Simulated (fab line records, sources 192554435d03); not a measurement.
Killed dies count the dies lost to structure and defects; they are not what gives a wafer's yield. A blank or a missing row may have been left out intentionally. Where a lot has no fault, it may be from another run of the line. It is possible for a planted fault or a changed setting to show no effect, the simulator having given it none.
What tool caused it?	flow n5-finfet	Sampling: 11 lots, 30 wafers, 4 of 1938 route steps

## WHAT THE GAUGES READ, wafer by wafer
N5_MIM_BOT_LITHO_CD_MEAS_08 targets a cd of 3000 nm.
lot	measured	on	cd-nm (nm)
L388	day 12 05:10	cd-sem-02	2996.7 2997.3 2999.6
L389	day 12 08:16	cd-sem-03	2999.5 2999.4 3001.4
L390	day 13 10:26	cd-sem-01	2998.7 2999.7 2999.2
L391	day 13 10:16	cd-sem-03	2999.0 2997.6 2996.2
L395	day 14 10:35	cd-sem-03	2999.6 3001.1 2998.4
L396	day 14 23:26	cd-sem-03	2996.5 2998.4 2999.0
L399	day 15 06:09	cd-sem-02	3002.2 3000.8
L401	day 15 18:31	cd-sem-02	2997.0 3025.8 2999.9
L402	day 15 23:38	cd-sem-02	2999.1 3027.0
L403	day 16 07:39	cd-sem-03	2998.6 2997.0 2998.5
L407	day 17 02:50	cd-sem-03	3030.4 3029.8

## TOOL THAT RAN EACH LOT (tool first, then ch and the chambers of the sampled wafers, then the start)
lot	N5_MIM_TOP_DEGAS_04	N5_MIM_TOP_LITHO_DESCUM_10	N5_MIM_BOT_LITHO_EXPOSE_05
L388	pvd-sputter-01, day 12 03:51	rie-diel-03 ch 0,1, day 12 04:22	krf-scanner-02 ch 0, day 12 04:59
L389	pvd-sputter-01, day 12 06:50	rie-diel-02 ch 1,3, day 12 07:29	krf-scanner-01 ch 0, day 12 08:05
L390	pvd-sputter-02, day 13 08:47	rie-diel-03 ch 1,2,3, day 13 09:25	krf-scanner-01 ch 0, day 13 10:16
L391	pvd-sputter-02, day 13 08:54	rie-diel-04 ch 1,2, day 13 09:28	krf-scanner-02 ch 0, day 13 10:06
L395	pvd-sputter-02, day 14 09:25	rie-diel-02 ch 1,2,3, day 14 09:56	krf-scanner-01 ch 0, day 14 10:25
L396	pvd-sputter-03, day 14 21:49	rie-diel-03 ch 1,3, day 14 22:28	krf-scanner-02 ch 0, day 14 23:17
L399	pvd-sputter-03, day 15 04:38	rie-diel-03 ch 0,1, day 15 05:09	krf-scanner-02 ch 0, day 15 05:59
L401	pvd-sputter-01, day 15 17:13	rie-diel-02 ch 0,2,3, day 15 17:44	krf-scanner-02 ch 0, day 15 18:20
L402	pvd-sputter-02, day 15 22:21	rie-diel-03 ch 0,1, day 15 22:59	krf-scanner-02 ch 0, day 15 23:28
L403	pvd-sputter-02, day 16 06:20	rie-diel-04 ch 0,1, day 16 07:00	krf-scanner-01 ch 0, day 16 07:28
L407	pvd-sputter-01, day 17 01:19	rie-diel-02 ch 2, day 17 02:01	krf-scanner-02 ch 0, day 17 02:39
- N5_MIM_TOP_DEGAS_04: time 60 s.
- N5_MIM_TOP_LITHO_DESCUM_10: chemistry O2, time 7.9 s.
- N5_MIM_BOT_LITHO_EXPOSE_05: exposes mask MIM BOT.

## WHAT THE TOOLS THEMSELVES READ (means of the sampled wafers that have a number; where no wafer has one, the mark that the record gives instead)
N5_MIM_TOP_DEGAS_04.
lot	tool	heater-power-w (W)
L388	pvd-sputter-01	410
L389	pvd-sputter-01	410
L390	pvd-sputter-02	470
L391	pvd-sputter-02	464
L395	pvd-sputter-02	472
L396	pvd-sputter-03	458
L399	pvd-sputter-03	547
L401	pvd-sputter-01	409
L402	pvd-sputter-02	496
L403	pvd-sputter-02	468
L407	pvd-sputter-01	404

N5_MIM_TOP_LITHO_DESCUM_10.
lot	tool	drypump-motor-current-A (A)	oes-product-au (a.u.)	rf-vpp-V (V)	showerhead-plenum-p-Torr (Torr)	throttle-valve-pct (%)
L388	rie-diel-03	5.6	0.81	242.3	2.04	20.47
L389	rie-diel-02	5.7	0.88	244.7	2.16	20.17
L390	rie-diel-03	5.5	0.80	242.2	2.08	20.31
L391	rie-diel-04	5.4	0.81	242.9	2.08	20.55
L395	rie-diel-02	5.6	0.84	242.9	2.09	20.22
L396	rie-diel-03	5.3	0.74	242.6	2.07	20.38
L399	rie-diel-03	5.7	0.79	242.0	2.04	20.58
L401	rie-diel-02	5.2	0.84	244.7	2.15	20.41
L402	rie-diel-03	5.7	0.79	241.7	2.04	20.60
L403	rie-diel-04	5.6	0.90	243.4	2.10	20.34
L407	rie-diel-02	5.1	0.77	241.9	2.02	20.45

N5_MIM_BOT_LITHO_EXPOSE_05.
lot	tool	stage-vel-mm-s (mm/s)
L388	krf-scanner-02	500.28
L389	krf-scanner-01	500.16
L390	krf-scanner-01	500.05
L391	krf-scanner-02	500.16
L395	krf-scanner-01	500.03
L396	krf-scanner-02	499.77
L399	krf-scanner-02	499.91
L401	krf-scanner-02	499.89
L402	krf-scanner-02	500.02
L403	krf-scanner-01	499.91
L407	krf-scanner-02	500.11

## THE ANSWER, worked out from the rows above alone
Rule: what is usual is taken from the lots themselves. The widest of any qualifying gaps counts: lots, ordered by their means at a reading, are off when they make up no more than a third of the lots, leave a main group of 4 or more, and stand apart from it by 3 or more times the standard deviation of that group's means. If all means in a main group match to the digits the tables above print for the reading, that group is not used. A lot without any number at a reading at which 4 lots or more have one is off too. The other lots that the step has rows for count as sound. After the gauges, taken in route order, come the tools' own readings; for these a lot's mean is taken, as printed above. The first step at which some lot is off is used, and at that step the reading that is off furthest; a lot without a number counts as furthest.
Off at N5_MIM_BOT_LITHO_CD_MEAS_08 (cd-nm): L401, L402, L407. The main group has a mean of 2999.0 nm with a standard deviation of 1.3.
If a tool, at a process step before that reading, ran all the lots that are off and no sound lot after the first of them, it fits. The gauges at N5_MIM_BOT_LITHO_CD_MEAS_08 are tried like those tools. One fits: krf-scanner-02 at N5_MIM_BOT_LITHO_EXPOSE_05. A fault onset in the window from L399 (day 15 05:59, its last sound lot) to L401 (day 15 18:20, its first lot off) fits.

## WHAT THE SIMULATOR HAD PUT IN
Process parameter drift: krf-scanner-02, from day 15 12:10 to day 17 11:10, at N5_MIM_BOT_LITHO_EXPOSE_05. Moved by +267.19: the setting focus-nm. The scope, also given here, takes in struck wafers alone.
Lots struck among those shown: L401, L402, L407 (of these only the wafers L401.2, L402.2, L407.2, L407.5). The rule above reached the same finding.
